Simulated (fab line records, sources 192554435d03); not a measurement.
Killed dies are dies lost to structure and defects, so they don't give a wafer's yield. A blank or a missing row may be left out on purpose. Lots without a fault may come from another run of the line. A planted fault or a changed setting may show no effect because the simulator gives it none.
fab line records | flow n5_finfet
record lots=7 wafers=21
route steps=1938 shown BEOL_M14@1743 BEOL_M15@1787 MIM_BOT@1833
start_h: hours from the record's first day to the start of the lot's first wafer shown | wait_h: hours since the lot's step before | " the same as in the row above | L1.1+2: a row that stands for several wafers | - no value, or no start given | * or withheld: withheld | < > ~ a bound
route shown NAME@n: a module of which the file shows steps, and the number in the route of the first | usual: mean/standard deviation of fault-free wafers | same: alike in all rows | chamber/n: place in a boat | sites: the reading at each site | _std_site: their standard deviation | _edge_site: outer sites' mean less inner sites' | radius_mm: how far each site lies from the wafer's centre | mask NAME#n: copy n | behind: the tool/chamber that last shaped the wafer | hold: why the lot was held/for how many hours/how that ended | device: the transistor (n, p or np) that didn't switch | end of line: the same wafers' tests at the end of the route | a step without rows: its recipe alone | killed: dies lost to structure and defects at the first sort, not the wafer's yield | map: a wafer's dies, x killed, . not, _ none there
set.NAME: the setting as run; set.NAME@STEP: as run at that earlier step | model.NAME: the simulator's own value behind a step, which no gauge read
lots whose settings were changed on purpose; a table a step, a row a wafer
## steps
# step N5_BEOL_M14_PEB_26
# recipe peb_temp_c=130 peb_time_s=90
# columns lot.wafer tool chamber start_h wait_h set.peb_temp_c
L075.1+2 litho_track-04 0 279.82 0.1 130
L075.6 " 0 " " 131.2
L083.1 litho_track-03 0 318.82 0.1 132.7
L083.3+5 " 0 " " 130
L092.1+4 litho_track-02 0 361.41 0.1 130
L092.3 " 0 " " 126.4
L091.1 litho_track-04 0 372.73 0.1 130
L091.2+3 " 0 " " 127.8
L095.3 litho_track-04 0 387.38 0.0 127.8
L095.4+5 " 0 " " 130
L096.1+4+5 litho_track-04 0 396.07 0.1 130
L097.1+6 litho_track-02 0 413.51 0.1 130
L097.4 " 0 " " 132.2
# step N5_BEOL_M14_DEVELOP_27
# recipe develop_time_s=45 rinse_liquid=diw dry=air_spin dev_temp_c=21
# step N5_BEOL_M14_HARDBAKE_32
# recipe temp_c=130 time_s=120
# step N5_BEOL_M14_CD_MEAS_28
# recipe target_cd_nm=284.4 landing_energy_ev=500 detector=se_inlens
# usual cd_nm=283.3/1.5
# columns lot.wafer tool chamber start_h wait_h set.peb_temp_c@BEOL_M14_PEB_26 cd_nm
L075.1 cd_sem-01 0 279.93 - 130 280.1
L075.2 " 0 " " 130 280.4
L075.6 " 0 " " 131.2 288.0
L083.1 cd_sem-01 0 318.93 - 132.7 293.6
L083.3 " 0 " " 130 282.3
L083.5 " 0 " " 130 282.7
L092.1 cd_sem-03 0 361.52 - 130 285.2
L092.3 " 0 " " 126.4 263.1
L092.4 " 0 " " 130 286.0
L091.1 cd_sem-01 0 372.84 - 130 283.3
L091.2 " 0 " " 127.8 273.0
L091.3 " 0 " " 127.8 272.7
L095.3 cd_sem-02 0 387.49 - 127.8 271.9
L095.4 " 0 " " 130 283.8
L095.5 " 0 " " 130 282.9
L096.1 cd_sem-01 0 396.18 - 130 282.4
L096.4 " 0 " " 130 284.2
L096.5 " 0 " " 130 283.4
L097.1 cd_sem-01 0 413.63 - 130 286.9
L097.4 " 0 " " 132.2 293.1
L097.6 " 0 " " 130 284.8
# step N5_BEOL_M14_DESCUM_33
# recipe chemistry=O2 time_s=7.9 source_power_w=50 bias_power_w=20 pressure_mtorr=20 rf_frequency_hz=2.712e+07 temp_c=40 o2_flow_sccm=225
# columns lot.wafer tool chamber start_h wait_h set.peb_temp_c@BEOL_M14_PEB_26 model.BEOL_M14.cd_nm
L075.1 rie_diel-06 2 280.69 0.7 130 280
L075.2 " 1 " " 130 280.4
L075.6 " 2 " " 131.2 287.8
L083.1 rie_diel-01 1 319.02 0.0 132.7 293.4
L083.3 " 2 " " 130 282.2
L083.5 " 2 " " 130 282.8
L092.1 rie_diel-06 2 361.61 0.0 130 285.2
L092.3 " 1 " " 126.4 263
L092.4 " 3 " " 130 286.4
L091.1 rie_diel-01 1 372.93 0.0 130 282.8
L091.2 " 2 " " 127.8 273
L091.3 " 0 " " 127.8 272.6
L095.3 rie_diel-05 3 388.18 0.6 127.8 271.8
L095.4 " 1 " " 130 283.6
L095.5 " 3 " " 130 282.4
L096.1 rie_diel-06 3 396.27 0.0 130 282.6
L096.4 " 0 " " 130 284
L096.5 " 3 " " 130 283.8
L097.1 rie_diel-06 1 413.92 0.0 130 286.6
L097.4 " 0 " " 132.2 293.4
L097.6 " 3 " " 130 285
# step N5_BEOL_M14_ETCH_67
# recipe chemistry=CF4 target=SiARC target_depth_a=1430 time_s=238.3 ion_energy_ev=80 pressure_mtorr=40 source_w=545 bias_w=36 Ar_flow_sccm=100 cf4_flow_sccm=100 ends=cleared
# usual etch_rf_on_time_s=237/5.4
# columns lot.wafer tool chamber start_h wait_h set.spin_rpm@BEOL_M14_COAT_66 set.peb_temp_c@BEOL_M14_PEB_26 etch_rf_on_time_s model.BEOL_M14.cd_nm model.etch.depth_nm model.coat_of_BEOL_M14_COAT_22.thk_nm
L075.1 rie_diel-06 2 280.73 0.0 1500 130 241 275 110.1 211.2
L075.2 " 1 " " 1334 130 260 277 116.8 206.2
L075.6 " 2 " " 1500 131.2 242 283.2 109.8 211.8
L083.1 rie_diel-01 1 319.06 0.0 1500 132.7 242 288.6 109.6 212
L083.3 " 2 " " 1500 130 240 278.8 109.4 211.8
L083.5 " 2 " " 1500 130 244 279.4 109.8 211.8
L092.1 rie_diel-06 2 361.65 0.0 1500 130 241 280.2 109.5 212
L092.3 " 1 " " 1500 126.4 244 258.8 109.5 211.6
L092.4 " 3 " " 1500 130 233 282.2 109.4 212.4
L091.1 rie_diel-01 1 372.97 0.0 1358 130 258 279.2 115.8 208.2
L091.2 " 2 " " 1500 127.8 241 269.6 109.9 212.2
L091.3 " 0 " " 1500 127.8 234 267.6 110 211.4
L095.3 rie_diel-05 3 388.22 0.0 1500 127.8 232 267.4 109.7 211.8
L095.4 " 1 " " 1454 130 234 280 111.4 210.8
L095.5 " 3 " " 1454 130 238 278.4 111.5 210.4
L096.1 rie_diel-06 3 396.31 0.0 1500 130 237 278.8 110.6 211.8
L096.4 " 0 " " 1500 130 243 280.4 110 212.6
L096.5 " 3 " " 1500 130 233 279.6 110.1 212.6
L097.1 rie_diel-06 1 413.95 0.0 1379 130 252 283 114.5 207.8
L097.4 " 0 " " 1379 132.2 249 290.2 114.6 207.6
L097.6 " 3 " " 1500 130 234 281.2 110.2 210.8
# step N5_BEOL_M14_ETCH_68
# recipe chemistry=N2/H2 target=SOC mask_material=SiARC source_w=3000 bias_w=350 temp_c=40 time_s=450 ion_energy_ev=200 pressure_mtorr=30 n2_flow_sccm=200 h2_flow_sccm=200
# columns lot.wafer tool chamber start_h wait_h set.spin_rpm@BEOL_M14_COAT_66 set.peb_temp_c@BEOL_M14_PEB_26 model.BEOL_M14.cd_nm model.SiARC_of_BEOL_M14_COAT_66.thk_nm
L075.1 rie_diel-06 2 280.87 0.1 1500 130 276.2 66
L075.2 " 1 " " 1334 130 278.6 72.2
L075.6 " 2 " " 1500 131.2 283.8 65.8
L083.1 rie_diel-01 1 319.20 0.1 1500 132.7 286.2 66
L083.3 " 2 " " 1500 130 276.6 64.8
L083.5 " 2 " " 1500 130 277.4 65.6
L092.1 rie_diel-06 2 361.79 0.1 1500 130 281.4 65.2
L092.3 " 1 " " 1500 126.4 258.8 64.4
L092.4 " 3 " " 1500 130 280.8 66
L091.1 rie_diel-01 1 373.11 0.1 1358 130 278.2 72
L091.2 " 2 " " 1500 127.8 269.8 65
L091.3 " 0 " " 1500 127.8 269.8 64.2
L095.3 rie_diel-05 3 388.36 0.1 1500 127.8 268.2 64
L095.4 " 1 " " 1454 130 279.2 66.6
L095.5 " 3 " " 1454 130 279 66
L096.1 rie_diel-06 3 396.45 0.1 1500 130 277.4 66.8
L096.4 " 0 " " 1500 130 280.8 66.4
L096.5 " 3 " " 1500 130 277 66.4
L097.1 rie_diel-06 1 414.10 0.1 1379 130 284.4 68.6
L097.4 " 0 " " 1379 132.2 290.8 70.6
L097.6 " 3 " " 1500 130 280.2 65.4
# step N5_BEOL_M15_ETCH_59
# recipe chemistry=N2/H2 target=BARC target_depth_a=890 overetch_a=267 time_s=67.9 ion_energy_ev=200 pressure_mtorr=30 source_w=840 bias_w=150 n2_flow_sccm=200 h2_flow_sccm=200
# columns lot.wafer tool chamber start_h wait_h set.time_s model.coat_of_BEOL_M15_COAT_04.thk_nm
L075.1 rie_diel-02 2 287.66 0.0 67.9 721
L075.2 " 1 " " 67.9 725
L075.6 " 2 " " 67.9 720.6
L083.1 rie_diel-02 0 327.06 0.0 67.9 719.4
L083.3 " 2 " " 67.9 716
L083.5 " 3 " " 79.1 709.4
L092.1 rie_diel-02 3 366.61 0.0 80.94 702.8
L092.3 " 1 " " 67.9 713.8
L092.4 " 2 " " 80.94 700.4
L091.1 rie_diel-04 1 382.37 0.0 67.9 718
L091.2 " 3 " " 67.9 720.2
L091.3 " 0 " " 55.55 728.6
L095.3 rie_diel-03 1 391.78 0.0 67.9 723
L095.4 " 2 " " 67.9 720
L095.5 " 3 " " 52.64 739.6
L096.1 rie_diel-03 0 400.82 0.0 67.9 716.8
L096.4 " 3 " " 67.9 717.8
L096.5 " 3 " " 67.9 719.8
L097.1 rie_diel-02 2 418.16 0.0 72.52 712.6
L097.4 " 3 " " 72.52 710
L097.6 " 0 " " 67.9 716.2
# step N5_MIM_BOT_SPUTTER_00
# recipe material=TiN target_thk_a=350 temp_c=200 power_w=3000 chamber_pressure_pa=0.49996 gas=Ar reactive_partial_pa=0.37997 time_s=89.7
# columns lot.wafer tool chamber start_h wait_h set.time_s model.TiN_of_MIM_BOT_SPUTTER_00.thk_nm
L075.1 pvd_sputter-01 - 296.23 0.0 80.82 32.2
L075.2 " - " " 80.82 31.8
L075.6 " - " " 89.7 35.4
L083.1 pvd_sputter-03 - 336.70 0.0 89.7 34.8
L083.3 " - " " 82.91 32.4
L083.5 " - " " 89.7 34.6
L092.1 pvd_sputter-01 - 383.57 0.0 89.7 35.4
L092.3 " - " " 89.7 34.8
L092.4 " - " " 89.7 34.6
L091.1 pvd_sputter-01 - 389.19 0.0 89.7 35.6
L091.2 " - " " 89.7 34.6
L091.3 " - " " 81.93 31.8
L095.3 pvd_sputter-01 - 398.25 0.0 83.81 32.2
L095.4 " - " " 83.81 32.6
L095.5 " - " " 89.7 35
L096.1+4 pvd_sputter-03 - 409.01 0.0 89.7 35.2
L096.5 " - " " 89.7 35
L097.1 pvd_sputter-01 - 425.84 0.0 89.7 35.4
L097.4+6 " - " " 89.7 34.4
## key
split step=N5_BEOL_M14_PEB_26 setting=peb_temp_c stated=130 by=wafer
response step=N5_BEOL_M14_CD_MEAS_28 reading=cd_nm change=+6.61 per=1% r=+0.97
response step=N5_BEOL_M14_DESCUM_33 reading=model.BEOL_M14.cd_nm change=+6.61 per=1% r=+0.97
response step=N5_BEOL_M14_ETCH_67 reading=model.BEOL_M14.cd_nm change=+6.54 per=1% r=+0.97
response step=N5_BEOL_M14_ETCH_68 reading=model.BEOL_M14.cd_nm change=+6.25 per=1% r=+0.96
split step=N5_BEOL_M15_ETCH_59 setting=time_s stated=67.9 by=wafer
response step=N5_BEOL_M15_ETCH_59 reading=model.coat_of_BEOL_M15_COAT_04.thk_nm change=-0.646 per=1% r=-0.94
split step=N5_MIM_BOT_SPUTTER_00 setting=time_s stated=89.7 by=wafer
response step=N5_MIM_BOT_SPUTTER_00 reading=model.TiN_of_MIM_BOT_SPUTTER_00.thk_nm change=+0.354 per=1% r=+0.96
split outside_this_file step=N5_BEOL_M14_COAT_66 setting=spin_rpm
# split outside_this_file: this setting was split too, and the file shows its column; the key of that split is in another file
